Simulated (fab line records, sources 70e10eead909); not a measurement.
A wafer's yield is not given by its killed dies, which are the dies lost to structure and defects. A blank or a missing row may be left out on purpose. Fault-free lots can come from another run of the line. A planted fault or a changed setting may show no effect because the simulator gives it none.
A struck lot beside a sound one | flow nandHarc | 14 steps out of a route of 1302
Sound: wafers L966.1, L966.4, L966.5. Struck: wafer L980.4 (L980.2, L980.3, from the same lot, were not struck and are left out); the cause is given at the end.
For every step that has rows: the tool of each side, followed by ch and its chambers, followed by its first start. Under that, the readings that differ: sound wafers | struck wafers | difference of the means | sigmas: that difference in standard deviations of wafers without a fault.
alike: readings whose means differ by less than 2 such deviations, and words and numbers that are the same on both sides. not compared: withheld readings, readings that some wafer has no value for, bounds like >300 that may hide the same value, and numbers for which the record gives no deviation and whose values overlap.
The two part at a step that has a row with sigmas, a row that says differs or no value, or rows on one side only. Non-overlapping numbers with no deviation appear without sigmas and do not part them. Lack of a reading on every wafer of one side parts them only where that side has two or more wafers.

NHARC_A_CONTACT_ETCH_134: etches the open film in C4F8/O2/Ar, time 140 s, target depth 700 nm.
  sound on harCapEtch-01 ch 0,1, day 22 11:16; struck on harCapEtch-01 ch 1, day 28 07:34
  alike: chamberPressureMTorr
  not compared: rfHoursCounterH
then, 1 step without rows for these wafers: NHARC_A_CONTACT_ETCH_135 (etches the open film in C4F8/O2/Ar, time 311 s, target depth 1912 nm).
NHARC_A_CONTACT_ETCH_136: etches the open film in C4F8/O2/Ar, time 311 s, target depth 1912 nm.
  sound on harCapEtch-01 ch 0,1, day 22 11:44; struck on harCapEtch-01 ch 1, day 28 08:04
  alike: chamberPressureMTorr
  not compared: rfHoursCounterH
NHARC_A_CONTACT_ETCH_137: etches the open film in C4F8/O2/Ar, time 311 s, target depth 1912 nm.
  sound on harCapEtch-01 ch 0,1, day 22 12:00; struck on harCapEtch-01 ch 1, day 28 08:20
  alike: chamberPressureMTorr
  not compared: rfHoursCounterH
then, 1 step without rows for these wafers: NHARC_A_CONTACT_ETCH_138 (etches the open film in C4F8/O2/Ar, time 311 s, target depth 1914 nm).
NHARC_A_CONTACT_ETCH_139: etches the open film in C4F8/O2/Ar, time 195 s, target depth 840 nm.
  sound on harCapEtch-01 ch 0,1, day 22 12:32; struck on harCapEtch-01 ch 1, day 28 08:52
  alike: chamberPressureMTorr
  not compared: rfHoursCounterH
NHARC_A_CONTACT_ETCH_92: etches the open film in CH3F/O2, target depth 40 nm, time 85.7 s.
  sound on rieDiel-06 ch 2,3, day 22 13:06; struck on rieDiel-06 ch 0, day 28 09:22
reading                      | sound             | struck | difference | sigmas
drypumpMotorCurrentA (A)     | 5.6 6.0 5.7       | 4.9    | -0.9       | -2
rfVppV (V)                   | 242.5 243.9 243.5 | 247.7  | +4.4       | +2
showerheadPlenumPTorr (Torr) | 2.32 2.33 2.32    | 2.64   | +0.32      | +2
  alike: chamberPressureMTorr, oesProductAu, throttleValvePct
  not compared: rfHoursCounterH
then, 1 step without rows for these wafers: NHARC_A_CONTACT_ETCH_98 (etches the open film in C4F6/O2, target depth 20 nm, time 10 s).
NHARC_A_CONTACT_CD_MEAS_15:
  sound on cdSem-03 at day 22 13:49; struck on cdSem-03 at day 28 09:35
  alike: cdNm
then, 3 steps without rows for these wafers: NHARC_A_CONTACT_STRIP_107 (strips in N2/H2); NHARC_A_CONTACT_STRIP_108 (strips in CF4/CHF3); NHARC_A_CONTACT_STRIP_109 (strips in O2/COS).
NHARC_A_CONTACT_ETCH_110: etches the open film in CF4/O2, target depth 60 nm, overetch 6 nm, time 33 s.
  sound on rieDiel-06 ch 2,3, day 22 14:07; struck on rieDiel-06 ch 0, day 28 09:53
reading                      | sound             | struck | difference | sigmas
drypumpMotorCurrentA (A)     | 6.0 5.6 6.0       | 4.9    | -1.0       | -2
oesProductAu (a.u.)          | 0.990 0.982 0.991 | 0.910  | -0.078     | -8
rfVppV (V)                   | 197.5 195.1 197.1 | 200.4  | +3.8       | +2
showerheadPlenumPTorr (Torr) | 1.26 1.26 1.26    | 1.43   | +0.17      | +2
  alike: chamberPressureMTorr, oes_o_777_au, throttleValvePct
  not compared: rfHoursCounterH
then, 1 step without rows for these wafers: NHARC_A_CONTACT_STRIP_26 (strips in O2).

WHERE THEY PART
At NHARC_A_CONTACT_ETCH_92 first; at NHARC_A_CONTACT_ETCH_110 last (within this record only).

WHY: what the simulator had put in
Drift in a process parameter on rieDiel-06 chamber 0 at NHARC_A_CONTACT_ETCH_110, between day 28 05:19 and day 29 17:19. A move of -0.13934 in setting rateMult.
